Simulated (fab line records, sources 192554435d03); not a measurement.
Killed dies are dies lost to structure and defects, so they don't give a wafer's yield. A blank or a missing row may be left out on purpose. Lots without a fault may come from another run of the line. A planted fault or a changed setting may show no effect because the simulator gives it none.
Chamber matching | flow n5_finfet | N5_FIN_SAQP_ETCH_51 on rie_diel-05: 4 sister chambers
The step etches SiARC in CF4, target depth 45.5 nm, time 75.8 s. 4 wafers are shown with their chamber, then 12 later ones without.

WAFERS WITH THEIR CHAMBER
wafer  | chamber | drypump_motor_current_A (A)
L079.5 | 3       | 5.8
L084.6 | 1       | 5.5
L085.4 | 2       | 5.5
L085.5 | 0       | 5.6

WAFERS WITHOUT THEIR CHAMBER
wafer  | drypump_motor_current_A (A)
L090.3 | 5.5
L090.4 | 5.5
L090.6 | 5.5
L095.1 | 5.8
L095.4 | 5.5
L095.5 | 5.7
L097.1 | 5.6
L097.2 | 5.8
L097.3 | 5.5
L097.4 | 5.5
L097.5 | 5.8
L097.6 | 5.6

WHICH CHAMBER EACH WENT THROUGH
wafer  | from the rows above     | in truth
L090.3 | can't be placed: 1 or 2 | 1
L090.4 | can't be placed: 1 or 2 | 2
L090.6 | can't be placed: 1 or 2 | 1
L095.1 | 3                       | 3
L095.4 | can't be placed: 1 or 2 | 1
L095.5 | can't be placed: 3 or 0 | 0
L097.1 | 0                       | 0
L097.2 | 3                       | 3
L097.3 | can't be placed: 1 or 2 | 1
L097.4 | can't be placed: 1 or 2 | 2
L097.5 | 3                       | 3
L097.6 | 0                       | 0
Placed correctly: 5 of 12. Can't be placed from these rows: 7 (the true chamber is among the candidates in 7). Placed wrongly: 0.
How it was worked out, from the rows above alone: a wafer's distance from a chamber is the root of the sum, over the readings, of the square of ((its reading less the chamber's mean) divided by the reading's scatter). The wafer belongs to the nearest chamber; if the next one is less than 2 further off, it can't be placed. A chamber's mean is the mean of its shown wafers. The scatter: with one shown wafer a chamber, the root of the mean of the squares of how far each hidden wafer lies from its nearest shown one.
